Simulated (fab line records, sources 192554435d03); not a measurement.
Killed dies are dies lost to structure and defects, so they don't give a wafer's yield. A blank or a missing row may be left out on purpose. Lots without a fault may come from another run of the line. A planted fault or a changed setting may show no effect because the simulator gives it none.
A struck lot beside a sound one | flow n5_finfet | 13 steps out of a route of 1938
Sound: wafers L818.1, L818.3, L818.6. Struck: wafers L809.1, L809.3, L809.5. The cause comes at the end.
At each step with rows: each side's tool, then ch and its chambers, then its first start. Under that, the readings that differ: sound wafers | struck wafers | difference of the means | sigmas: that difference in standard deviations of wafers without a fault.
alike: readings whose means differ by less than 2 such deviations, and words and numbers that are the same on both sides. not compared: withheld readings, readings that some wafer has no value for, bounds like >300 that may hide the same value, and numbers for which the record gives no deviation and whose values overlap.
The two part at a step that has a row with sigmas, a row that says differs or no value, or rows on one side only. Numbers that don't overlap but have no deviation are shown without sigmas and don't part them. A reading that every wafer of one side lacks parts them only if that side has two wafers or more.

first, 9 steps without rows for these wafers: N5_BEOL_M0_SAQP_EXPOSE_37 (exposes mask M0 CUT1, target cd 30 nm); N5_BEOL_M0_SAQP_PEB_38 (peb time 60 s); N5_BEOL_M0_SAQP_DEVELOP_39 (develop time 30 s); N5_BEOL_M0_SAQP_DESCUM_45 (chemistry O2, time 7 s); N5_BEOL_M0_SAQP_ETCH_88 (etches underlayer in N2/H2, target depth 6.5 nm, time 5.2 s); N5_BEOL_M0_SAQP_ETCH_73 (etches SiARC in CF4, target depth 19.5 nm, time 32.5 s); N5_BEOL_M0_SAQP_CUT_ETCH_46 (etches SOC in N2/H2, target depth 135 nm, overetch 27 nm, time 202.5 s); N5_BEOL_M0_SAQP_STRIP_74 (strips in N2/H2); N5_BEOL_M0_SAQP_STRIP_89 (strips in N2/H2).
N5_BEOL_M0_SAQP_ALD_48: deposits SiO2, target thk 20 nm, pulse time 1 s, co reactant pulse time 1 s.
  sound on ald_sin-02 ch 0,1,2, day 10 04:08; struck on ald_sin-02 ch 0,1, day 7 23:08
  no value came back on the struck wafers for any of 7 readings (ald_cycles, chamber_pressure_Torr (Torr) and others); on the sound wafers ald_cycles reads 139 139 139
  not compared: since_wet_clean_h
then, 1 step without rows for these wafers: N5_BEOL_M0_SAQP_ETCH_49 (etches SiO2 in CF4/O2, target depth 37 nm).
N5_BEOL_M4_RC_MEAS_101:
  the record has rows for the sound wafers here (prober-02 ch 0, day 12 10:08) and none for the struck ones
-- the record jumps here: 8 days lie between the struck wafers' starts before and after (it left off in module BEOL_M4 and takes up again in module PASSIVATION, whose first step shown is number 1936 of the route) --
N5_PASSIVATION_PROBE_49:
  the record has rows for the struck wafers here (prober-01, day 15 13:19) and none for the sound ones

WHERE THEY PART
First at N5_BEOL_M0_SAQP_ALD_48; last, within this record, at N5_PASSIVATION_PROBE_49.

WHY: what the simulator had put in
Skipped step whole: ald_sin-02, from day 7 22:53 on, at N5_BEOL_M0_SAQP_ALD_48. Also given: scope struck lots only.
